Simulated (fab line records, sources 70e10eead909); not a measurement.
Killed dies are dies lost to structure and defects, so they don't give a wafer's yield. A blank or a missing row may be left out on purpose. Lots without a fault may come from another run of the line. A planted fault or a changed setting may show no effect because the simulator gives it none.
fab line records | flow nand_harc
record lots=24 wafers=72 last_day=34
route steps=1302 shown P_M0@263 P_M1@306 P_M2@348 A_ONON_D1@443 A_CHANNEL_HOLE_D1@465
lots that met no fault: from a run of the same line without faults
start_h: hours from the record's first day to the start of the lot's first wafer shown | wait_h: hours since the lot's step before | " the same as in the row above | L1.1+2: a row that stands for several wafers | - no value, or no start given | * or withheld: withheld | < > ~ a bound
route shown NAME@n: a module of which the file shows steps, and the number in the route of the first | usual: mean/standard deviation of fault-free wafers | same: alike in all rows | chamber/n: place in a boat | sites: the reading at each site | _std_site: their standard deviation | _edge_site: outer sites' mean less inner sites' | radius_mm: how far each site lies from the wafer's centre | mask NAME#n: copy n | behind: the tool/chamber that last shaped the wafer | hold: why the lot was held/for how many hours/how that ended | device: the transistor (n, p or np) that didn't switch | end of line: the same wafers' tests at the end of the route | a step without rows: its recipe alone | killed: dies lost to structure and defects at the first sort, not the wafer's yield | map: a wafer's dies, x killed, . not, _ none there
set.NAME: the setting as run; set.NAME@STEP: as run at that earlier step | model.NAME: the simulator's own value behind a step, which no gauge read
steps of the route over a sample of lots; a table a step, a row a wafer
services: from which hour (start_h, from the record's first day; less than 0 if before it) a tool's chamber was out of use, for how many hours, and why
## steps
# step NHARC_P_M0_CD_MEAS_09
# recipe target_cd_nm=90 landing_energy_ev=500
# usual cd_nm=89.9/0.65
# columns lot.wafer tool chamber start_h wait_h cd_nm
L074.2 cd_sem-02 0 120.77 - 90.6
L074.3 " 0 " " 91.3
L074.4 " 0 " " 90.9
L075.1 cd_sem-03 0 130.93 - 88.9
L075.2 " 0 " " 89.0
L075.5 " 0 " " 89.7
L076.2 cd_sem-02 0 145.10 - 89.6
L076.3 " 0 " " 89.7
L076.5 " 0 " " 90.0
L077.3 cd_sem-01 0 145.59 - 89.4
L077.4 " 0 " " 90.5
L077.5 " 0 " " 90.4
L078.4 cd_sem-01 0 164.08 - 89.2
L078.5 " 0 " " 89.3
L078.6 " 0 " " 89.1
L079.1 cd_sem-02 0 169.80 - 90.9
L079.2 " 0 " " 90.7
L079.4 " 0 " " 89.8
L080.3 cd_sem-03 0 180.91 - 90.2
L080.4 " 0 " " 89.7
L080.6 " 0 " " 90.5
L081.1 cd_sem-03 0 186.03 - 89.4
L081.2 " 0 " " 89.6
L081.5 " 0 " " 89.1
L082.2 cd_sem-02 0 199.72 - 90.4
L082.3 " 0 " " 90.1
L082.4 " 0 " " 90.0
L083.2 cd_sem-01 0 208.01 - 90.5
L083.3 " 0 " " 91.1
L083.6 " 0 " " 89.6
L084.1 cd_sem-02 0 225.00 - 90.0
L084.3 " 0 " " 90.4
L084.6 " 0 " " 90.4
L085.1 cd_sem-03 0 231.99 - 89.5
L085.3 " 0 " " 89.4
L085.6 " 0 " " 90.4
L086.4 cd_sem-01 0 242.75 - 90.2
L086.5 " 0 " " 90.4
L086.6 " 0 " " 90.5
L087.2 cd_sem-03 0 246.44 - 90.7
L087.3 " 0 " " 90.5
L087.4 " 0 " " 89.3
L089.2 cd_sem-01 0 268.61 - 91.2
L089.4 " 0 " " 90.9
L089.5 " 0 " " 91.3
L088.2 cd_sem-02 0 269.54 - 90.2
L088.3 " 0 " " 90.2
L088.5 " 0 " " 90.3
L090.1 cd_sem-03 0 287.53 - 89.3
L090.4 " 0 " " 90.0
L090.5 " 0 " " 90.2
L091.1 cd_sem-03 0 294.90 - 89.1
L091.3 " 0 " " 88.7
L091.5 " 0 " " 89.4
L092.1 cd_sem-02 0 296.84 - 88.6
L092.3 " 0 " " 89.4
L092.5 " 0 " " 89.3
L093.3 cd_sem-03 0 310.29 - 88.9
L093.4 " 0 " " 89.8
L093.5 " 0 " " 90.1
L095.4 cd_sem-02 0 326.27 - 90.2
L095.5 " 0 " " 89.7
L095.6 " 0 " " 89.6
L094.2 cd_sem-03 0 326.61 - 90.1
L094.3 " 0 " " 89.8
L094.4 " 0 " " 89.9
L096.1 cd_sem-02 0 339.39 - 89.6
L096.3 " 0 " " 90.1
L096.6 " 0 " " 90.7
L097.3 cd_sem-02 0 357.24 - 90.3
L097.4 " 0 " " 90.0
L097.5 " 0 " " 89.7
# step NHARC_P_M0_ETCH_15
# recipe target_depth_a=1500 overetch_a=150 time_s=82.5 c4f8_flow_sccm=withheld ar_flow_sccm=400 rf_w=600 bias_w=300 chemistry=C4F8/Ar
# usual bias_w=300.0/1 oes_product_au=0.957/0.017 rf_vpp_V=440.4/2.7
# same time_s=82.5
# columns lot.wafer tool chamber start_h wait_h bias_w oes_product_au rf_hours_counter_h rf_vpp_V
L074.2 rie_diel-02 3 - - 299.5 0.957 25 441.1
L074.3 " 1 " " 299.6 0.947 25 436.1
L074.4 " 2 " " 300.7 0.973 21 439.8
L075.1 rie_diel-05 0 - - 299.5 0.969 11 436.0
L075.2 " 2 " " 302.8 0.960 11 441.5
L075.5 " 1 " " 300.9 0.985 - 443.2
L076.3 rie_diel-12 0 - - 300.9 0.946 14 438.3
L076.2 " 3 " " 299.1 0.955 14 442.1
L076.5 " 3 " " 300.7 0.952 - 441.3
L077.3 rie_diel-12 0 - - 301.3 0.948 14 437.9
L077.4 " 3 " " 299.0 0.948 - 443.6
L077.5 " 0 " " 299.1 0.947 - 438.1
L078.4 rie_diel-12 3 - - 301.3 0.947 18 443.5
L078.5 " 1 " " 299.9 0.976 - 441.9
L078.6 " 2 " " 298.3 0.964 - 438.7
L079.4 rie_diel-05 3 - - 300.4 0.968 17 442.2
L079.1 " 0 " " 302.4 0.952 19 437.2
L079.2 " 1 " " 299.8 0.947 15 444.0
L080.4 rie_diel-05 1 - - 300.4 0.975 17 443.9
L080.3 " 0 " " 300.1 0.972 21 436.7
L080.6 " 2 " " 299.4 0.954 - 439.1
L081.1 rie_diel-05 1 - - 299.6 0.978 19 444.3
L081.2 " 2 " " 300.3 0.977 23 441.4
L081.5 " 0 " " 300.4 0.959 - 436.7
L082.2 rie_diel-02 2 - - 299.7 0.962 51 440.5
L082.3 " 3 " " 300.1 0.951 53 438.8
L082.4 " 0 " " 299.5 0.967 - 436.0
L083.2 rie_diel-12 2 208.46 0.1 300.3 0.918 35 438.0
L083.3 " 1 " " 299.8 0.944 - 440.9
L083.6 " 1 " " 299.5 0.940 - 440.4
L084.1 rie_diel-05 3 - - 298.8 0.957 30 441.8
L084.3 " 0 " " 300.6 0.941 31 437.1
L084.6 " 1 " " 299.9 0.955 - 444.3
L085.1 rie_diel-12 3 - - 301.7 0.912 43 444.6
L085.3 " 2 " " 301.0 0.930 43 436.3
L085.6 " 3 " " 301.9 0.897 - 443.6
L086.4 rie_diel-12 1 - - 301.6 0.994 46 441.4
L086.6 " 0 " " 299.0 0.959 - 437.0
L086.5 " 1 " " 300.4 0.987 - 440.7
L087.3 rie_diel-05 0 - - 300.4 0.973 1 438.3
L087.4 " 2 " " 300.6 0.967 1 440.5
L087.2 " 3 " " 299.9 0.956 1 442.3
L089.2 rie_diel-02 1 - - 298.8 0.992 12 435.6
L089.4 " 2 " " 300.4 0.963 15 440.5
L089.5 " 1 " " 298.8 0.991 - 436.9
L088.2 rie_diel-05 3 - - 300.9 0.970 4 442.7
L088.3 " 0 " " 300.9 0.971 4 437.6
L088.5 " 1 " " 301.7 0.950 - 444.3
L090.4 rie_diel-05 2 - - 299.9 0.925 8 439.5
L090.1 " 3 " " 299.7 0.933 6 442.3
L090.5 " 2 " " 300.7 0.918 - 440.6
L091.3 rie_diel-05 2 - - 298.2 0.977 11 438.2
L091.1 " 3 " " 299.6 0.961 9 442.0
L091.5 " 1 " " 299.8 0.955 - 442.4
L092.1 rie_diel-05 2 - - 299.0 0.931 11 440.2
L092.3 " 3 " " 300.4 0.945 9 442.2
L092.5 " 1 " " 301.3 0.947 - 444.5
L093.4 rie_diel-05 3 - - 299.3 0.961 12 442.1
L093.3 " 0 " " 298.2 0.978 14 435.8
L093.5 " 0 " " 298.8 0.966 - 436.9
L095.4 rie_diel-05 2 - - 298.9 0.950 17 439.1
L095.5 " 2 " " 297.0 0.968 - 439.5
L095.6 " 3 " " 301.7 0.971 - 441.8
L094.4 rie_diel-05 2 - - 299.8 0.982 17 440.9
L094.2 " 0 " " 299.6 0.962 16 437.2
L094.3 " 1 " " 300.2 0.966 17 445.2
L096.3 rie_diel-05 3 - - 300.5 0.953 16 443.0
L096.1 " 0 " " 297.6 0.957 17 438.2
L096.6 " 3 " " 301.5 0.952 - 441.6
L097.4 rie_diel-05 3 - - 298.6 0.952 21 441.7
L097.3 " 0 " " 299.2 0.963 22 435.0
L097.5 " 3 " " 299.7 0.955 - 441.4
# step NHARC_P_M1_PRE_CLEAN_30
# recipe time_s=30 temp_c=280 gas=H2/He
# usual heater_power_w=396/50
# same time_s=30
# columns lot.wafer tool chamber start_h wait_h heater_power_w
L074.2 pvd_sputter-03 - - - 328
L074.4 " - " " 497
L074.3 " - " " 368
L075.1 pvd_sputter-03 - - - 374
L075.2 " - " " 328
L075.5 " - " " 509
L076.2 pvd_sputter-01 - - - 394
L076.3 " - " " 367
L076.5 " - " " 389
L077.3 pvd_sputter-03 - - - 380
L077.4 " - " " 337
L077.5 " - " " 500
L078.4 pvd_sputter-03 - - - 385
L078.5 " - " " 491
L078.6 " - " " 371
L079.1 pvd_sputter-01 - - - 389
L079.4 " - " " 398
L079.2 " - " " 361
L080.4 pvd_sputter-03 - - - 396
L080.3 " - " " 339
L080.6 " - " " 391
L081.2 pvd_sputter-03 - - - 336
L081.1 " - " " 381
L081.5 " - " " 392
L082.2 pvd_sputter-01 - - - 392
L082.3 " - " " 358
L082.4 " - " " 399
L083.3 pvd_sputter-02 - - - 429
L083.2 " - " " 418
L083.6 " - " " 425
L084.3 pvd_sputter-02 - - - 340
L084.1 " - " " 432
L084.6 " - " " 430
L085.3 pvd_sputter-03 - - - 498
L085.1 " - " " 381
L085.6 " - " " 506
L086.4 pvd_sputter-01 - - - 386
L086.6 " - " " 383
L086.5 " - " " 382
L087.4 pvd_sputter-01 - - - 387
L087.2 " - " " 381
L087.3 " - " " 379
L089.2 pvd_sputter-03 - - - 338
L089.4 " - " " 377
L089.5 " - " " 343
L088.3 pvd_sputter-02 - - - 414
L088.2 " - " " 366
L088.5 " - " " 422
L090.1 pvd_sputter-02 - - - 379
L090.4 " - " " 374
L090.5 " - " " 334
L091.3 pvd_sputter-03 - - - 503
L091.1 " - " " 388
L091.5 " - " " 504
L092.1 pvd_sputter-02 - - - 371
L092.3 " - " " 323
L092.5 " - " " 341
L093.3 pvd_sputter-01 - - - 394
L093.4 " - " " 376
L093.5 " - " " 374
L095.4 pvd_sputter-03 - - - 350
L095.6 " - " " 507
L095.5 " - " " 399
L094.3 pvd_sputter-02 - - - 382
L094.2 " - " " 341
L094.4 " - " " 382
L096.3 pvd_sputter-03 - - - 339
L096.1 " - " " 398
L096.6 " - " " 399
L097.4 pvd_sputter-02 - - - 391
L097.3 " - " " 338
L097.5 " - " " 388
# step NHARC_P_M2_INSPECT_27
# usual raw_defect_count=307/110
# columns lot.wafer tool chamber start_h wait_h raw_defect_count
L074.2 defect_inspect-01 - 132.19 0.0 214
L074.3 " - " " 294
L074.4 " - " " 476
L075.1 defect_inspect-02 - 141.94 0.0 266
L075.2 " - " " 315
L075.5 " - " " 287
L076.2 defect_inspect-02 - 155.85 0.0 224
L076.3 " - " " 145
L076.5 " - " " 172
L077.3 defect_inspect-01 - 156.90 0.0 278
L077.4 " - " " 248
L077.5 " - " " 380
L078.4 defect_inspect-02 - 174.92 0.0 248
L078.5 " - " " 217
L078.6 " - " " 269
L079.1 defect_inspect-01 - 180.69 0.0 414
L079.2 " - " " 334
L079.4 " - " " 343
L080.3 defect_inspect-01 - 194.36 0.0 765
L080.4 " - " " 445
L080.6 " - " " 704
L081.1 defect_inspect-01 - 197.27 0.0 239
L081.2 " - " " 227
L081.5 " - " " 205
L082.2 defect_inspect-01 - 211.43 0.0 246
L082.3 " - " " 323
L082.4 " - " " 359
L083.2 defect_inspect-01 - 219.27 0.0 413
L083.3 " - " " 499
L083.6 " - " " 150
L084.1 defect_inspect-01 - 236.19 0.0 487
L084.3 " - " " 435
L084.6 " - " " 450
L085.1 defect_inspect-01 - 243.75 0.0 322
L085.3 " - " " 186
L085.6 " - " " 244
L086.4 defect_inspect-02 - 253.73 0.0 327
L086.5 " - " " 239
L086.6 " - " " 215
L087.2 defect_inspect-01 - 257.57 0.0 179
L087.3 " - " " 340
L087.4 " - " " 274
L089.2 defect_inspect-02 - 280.20 0.0 336
L089.4 " - " " 571
L089.5 " - " " 366
L088.2 defect_inspect-02 - 280.35 0.0 235
L088.3 " - " " 190
L088.5 " - " " 296
L090.1 defect_inspect-02 - 298.49 0.0 220
L090.4 " - " " 331
L090.5 " - " " 183
L091.1 defect_inspect-01 - 305.94 0.0 286
L091.3 " - " " 291
L091.5 " - " " 330
L092.1 defect_inspect-02 - 307.58 0.0 380
L092.3 " - " " 304
L092.5 " - " " 183
L093.3 defect_inspect-02 - 321.13 0.0 301
L093.4 " - " " 190
L093.5 " - " " 341
L095.4 defect_inspect-02 - 337.25 0.0 297
L095.5 " - " " 395
L095.6 " - " " 307
L094.2 defect_inspect-02 - 337.77 0.0 407
L094.3 " - " " 279
L094.4 " - " " 337
L096.1 defect_inspect-02 - 350.41 0.0 199
L096.3 " - " " 223
L096.6 " - " " 231
L097.3 defect_inspect-01 - 370.69 0.0 301
L097.4 " - " " 453
L097.5 " - " " 304
# step NHARC_A_ONON_D1_THK_MEAS_27
# recipe thk_meas_gauge=ellipsometry
# usual thk_nm=999/9.5
# columns lot.wafer tool chamber start_h wait_h thk_nm
L074.2 film_metro-02 - 174.79 - 998
L074.3 " - " " 998
L074.4 " - " " 1001
L075.1 film_metro-01 - 182.66 - 994
L075.2 " - " " 994
L075.5 " - " " 994
L076.2 film_metro-02 - 196.89 - 1003
L076.3 " - " " 1002
L076.5 " - " " 1003
L077.3 film_metro-02 - 197.10 - 1003
L077.4 " - " " 1002
L077.5 " - " " 1005
L079.1 film_metro-01 - 217.21 - 995
L079.2 " - " " 996
L079.4 " - " " 996
L078.4 film_metro-02 - 217.21 - 1005
L078.5 " - " " 1004
L078.6 " - " " 1006
L081.1 film_metro-02 - 235.24 - 1019
L081.2 " - " " 1020
L081.5 " - " " 1019
L080.3 film_metro-01 - 235.48 - 1000
L080.4 " - " " 1000
L080.6 " - " " 1000
L082.2 film_metro-01 - 252.41 - 997
L082.3 " - " " 998
L082.4 " - " " 999
L083.2 film_metro-01 - 263.66 - 992
L083.3 " - " " 990
L083.6 " - " " 990
L084.1 film_metro-02 - 280.33 - 990
L084.3 " - " " 992
L084.6 " - " " 991
L085.1 film_metro-02 - 284.11 - 1003
L085.3 " - " " 1005
L085.6 " - " " 1006
L086.4 film_metro-01 - 296.74 - 991
L086.5 " - " " 991
L086.6 " - " " 988
L087.2 film_metro-02 - 300.25 - 993
L087.3 " - " " 993
L087.4 " - " " 993
L088.2 film_metro-02 - 319.70 - 984
L088.3 " - " " 983
L088.5 " - " " 983
L089.2 film_metro-01 - 319.76 - 1018
L089.4 " - " " 1018
L089.5 " - " " 1020
L090.1 film_metro-02 - 338.31 - 1002
L090.4 " - " " 1003
L090.5 " - " " 1005
L092.1 film_metro-01 - 346.17 - 990
L092.3 " - " " 988
L092.5 " - " " 989
L091.1 film_metro-01 - 346.23 - 1013
L091.3 " - " " 1012
L091.5 " - " " 1012
L093.3 film_metro-01 - 360.72 - 999
L093.4 " - " " 999
L093.5 " - " " 998
L095.4 film_metro-01 - 377.91 - 988
L095.5 " - " " 987
L095.6 " - " " 987
L094.2 film_metro-01 - 377.92 - 985
L094.3 " - " " 986
L094.4 " - " " 984
L096.1 film_metro-01 - 392.05 - 999
L096.3 " - " " 1000
L096.6 " - " " 999
L097.3 film_metro-01 - 412.39 - 1003
L097.4 " - " " 1001
L097.5 " - " " 1005
# step NHARC_A_CHANNEL_HOLE_D1_DESCUM_15
# recipe time_s=3 o2_flow_sccm=200 ar_flow_sccm=0 bias_power_w=0 chemistry=O2
# usual drypump_motor_current_A=5.9/0.46 oes_product_au=1.002/0.0095 rf_vpp_V=57.7/0.89 showerhead_plenum_p_Torr=1.90/0.092 throttle_valve_pct=11.310/0.0096
# same time_s=3
# columns lot.wafer tool chamber start_h wait_h drypump_motor_current_A oes_product_au rf_hours_counter_h rf_vpp_V showerhead_plenum_p_Torr throttle_valve_pct
L074.4 rie_diel-07 2 179.12 0.1 5.6 0.990 4 56.8 1.85 11.312
L074.3 " 0 " " 6.0 1.008 4 58.4 1.84 11.311
L074.2 " 1 " " 5.3 1.012 4 57.3 1.84 11.305
L075.2 rie_diel-07 3 186.90 0.1 6.5 1.002 5 57.8 2.05 11.314
L075.1 " 0 " " 6.0 1.000 5 55.6 1.84 11.315
L075.5 " 2 " " 5.6 0.987 - 58.9 1.85 11.304
L076.2 rie_diel-07 0 207.38 0.1 6.0 0.984 7 56.2 1.84 11.314
L076.3 " 2 " " 5.6 0.987 7 57.5 1.85 11.304
L076.5 " 0 " " 6.0 0.989 - 58.5 1.84 11.304
L077.4 rie_diel-13 2 208.00 0.1 5.2 1.002 10 57.9 1.84 11.312
L077.3 " 0 " " 6.2 0.997 12 57.8 1.92 11.322
L077.5 " 2 " " 5.3 1.009 - 57.2 1.84 11.311
L079.2 rie_diel-07 3 221.20 0.1 6.5 0.998 8 58.1 2.05 11.308
L079.4 " 0 " " 6.0 0.996 8 57.7 1.84 11.318
L079.1 " 1 " " 5.3 1.007 8 57.5 1.84 11.313
L078.4 rie_diel-13 1 221.38 0.1 6.3 0.999 14 57.1 1.80 11.303
L078.5 " 2 " " 5.3 1.001 - 57.0 1.84 11.295
L078.6 " 3 " " 5.4 0.999 - 57.1 2.00 11.315
L081.2 rie_diel-07 3 239.34 0.1 6.5 0.993 10 56.4 2.05 11.331
L081.1 " 0 " " 6.0 0.991 10 56.7 1.84 11.328
L081.5 " 0 " " 5.9 0.983 - 57.0 1.84 11.291
L080.4 rie_diel-07 2 240.52 0.1 5.6 1.000 10 58.1 1.85 11.299
L080.3 " 3 " " 6.5 0.998 10 57.8 2.05 11.303
L080.6 " 3 " " 6.5 1.011 - 57.0 2.05 11.309
L082.4 rie_diel-07 2 260.78 0.1 5.5 1.000 12 57.7 1.85 11.317
L082.3 " 3 " " 6.5 1.007 12 57.9 2.05 11.313
L082.2 " 1 " " 5.3 1.008 12 56.1 1.84 11.318
L083.3 rie_diel-07 3 268.75 0.1 6.5 0.994 13 59.7 2.05 11.303
L083.2 " 2 " " 5.6 0.996 13 56.5 1.85 11.303
L083.6 " 3 " " 6.4 0.990 - 57.4 2.05 11.304
L084.1 rie_diel-07 3 284.25 0.1 6.5 0.992 14 59.2 2.05 11.323
L084.3 " 0 " " 5.9 0.999 15 58.1 1.84 11.301
L084.6 " 3 " " 6.5 0.993 - 58.8 2.05 11.303
L085.3 rie_diel-07 1 287.99 0.1 5.3 1.010 15 57.4 1.84 11.298
L085.1 " 0 " " 6.0 0.994 15 58.2 1.84 11.305
L085.6 " 1 " " 5.3 1.016 - 58.3 1.84 11.310
L086.4 rie_diel-13 3 301.65 0.1 5.4 1.003 42 58.2 1.99 11.303
L086.6 " 1 " " 6.3 1.010 - 57.7 1.79 11.317
L086.5 " 2 " " 5.3 1.015 - 57.0 1.83 11.312
L087.2 rie_diel-07 3 304.32 0.1 6.5 1.015 0 60.4 2.05 11.327
L087.3 " 1 " " 5.3 1.022 0 56.9 1.84 11.286
L087.4 " 2 " " 5.6 1.000 - 58.2 1.85 11.316
L088.3 rie_diel-07 1 323.59 0.1 5.4 1.011 2 57.3 1.84 11.305
L088.2 " 2 " " 5.6 1.004 2 58.5 1.85 11.313
L088.5 " 3 " " 6.5 1.019 - 57.5 2.05 11.306
L089.2 rie_diel-07 2 324.69 0.1 5.6 1.007 3 57.4 1.85 11.314
L089.4 " 0 " " 6.0 0.995 2 57.6 1.84 11.311
L089.5 " 2 " " 5.5 1.007 - 56.7 1.85 11.309
L090.1 rie_diel-07 1 342.19 0.1 5.3 1.014 4 57.4 1.83 11.315
L090.4 " 0 " " 6.0 0.997 3 56.8 1.84 11.319
L090.5 " 2 " " 5.6 1.004 - 57.8 1.85 11.318
L092.3 rie_diel-07 0 350.86 0.1 6.0 0.994 4 58.0 1.84 11.306
L092.1 " 2 " " 5.6 1.004 5 58.7 1.85 11.309
L092.5 " 0 " " 5.9 0.988 - 56.3 1.84 11.315
L091.3 rie_diel-07 0 351.02 0.1 6.0 0.991 4 57.4 1.84 11.307
L091.1 " 1 " " 5.3 1.006 5 57.5 1.83 11.299
L091.5 " 3 " " 6.5 1.006 - 57.8 2.05 11.317
L093.3 rie_diel-02 2 364.75 0.1 6.5 0.996 47 58.0 1.88 11.316
L093.4 " 0 " " 5.8 1.002 45 59.9 2.06 11.313
L093.5 " 1 " " 5.0 1.001 - 57.0 1.77 11.300
L095.4 rie_diel-07 3 386.10 0.1 6.4 1.013 8 57.5 2.04 11.295
L095.5 " 3 " " 6.4 1.013 - 58.2 2.04 11.321
L095.6 " 0 " " 5.9 0.987 - 56.5 1.84 11.332
L094.2 rie_diel-13 3 386.59 0.1 5.4 1.007 12 58.4 1.99 11.290
L094.4 " 0 " " 6.3 1.004 12 56.7 1.90 11.302
L094.3 " 2 " " 5.3 1.008 7 58.1 1.82 11.301
L096.3 rie_diel-07 3 396.09 0.1 6.5 1.005 8 58.6 2.04 11.313
L096.1 " 1 " " 5.3 0.993 9 58.2 1.83 11.310
L096.6 " 0 " " 6.0 0.990 - 55.8 1.84 11.307
L097.3 rie_diel-07 0 416.66 0.1 6.0 0.990 8 57.9 1.84 11.310
L097.4 " 1 " " 5.3 0.999 10 56.9 1.83 11.316
L097.5 " 0 " " 6.0 0.995 - 55.7 1.84 11.309
## services
# columns tool chamber start_h hours kind
rie_diel-07 0 101.86 3.0 repair
pvd_sputter-02 - 104.05 10.0 pm
rie_diel-12 2 113.94 9.8 repair
rie_diel-05 1 115.26 12.1 repair
rie_diel-07 - 117.30 9.0 pm
rie_diel-07 3 136.23 8.5 repair
rie_diel-12 2 144.60 1.7 repair
pvd_sputter-02 - 153.66 2.3 repair
rie_diel-12 1 162.17 1.2 repair
pvd_sputter-03 - 170.00 10.0 pm
rie_diel-12 3 205.13 6.5 repair
pvd_sputter-01 - 212.24 4.9 repair
rie_diel-05 - 229.60 9.0 pm
pvd_sputter-02 - 239.93 2.7 repair
pvd_sputter-02 - 250.48 2.4 repair
rie_diel-07 1 251.76 3.7 repair
rie_diel-05 3 272.43 5.9 repair
pvd_sputter-02 - 282.05 10.0 pm
rie_diel-05 0 283.35 2.7 repair
rie_diel-07 0 296.34 14.7 repair
rie_diel-05 3 321.50 4.2 repair
pvd_sputter-03 - 348.00 10.0 pm
rie_diel-05 - 406.60 9.0 pm
rie_diel-05 1 415.69 3.3 repair
## key
fault none
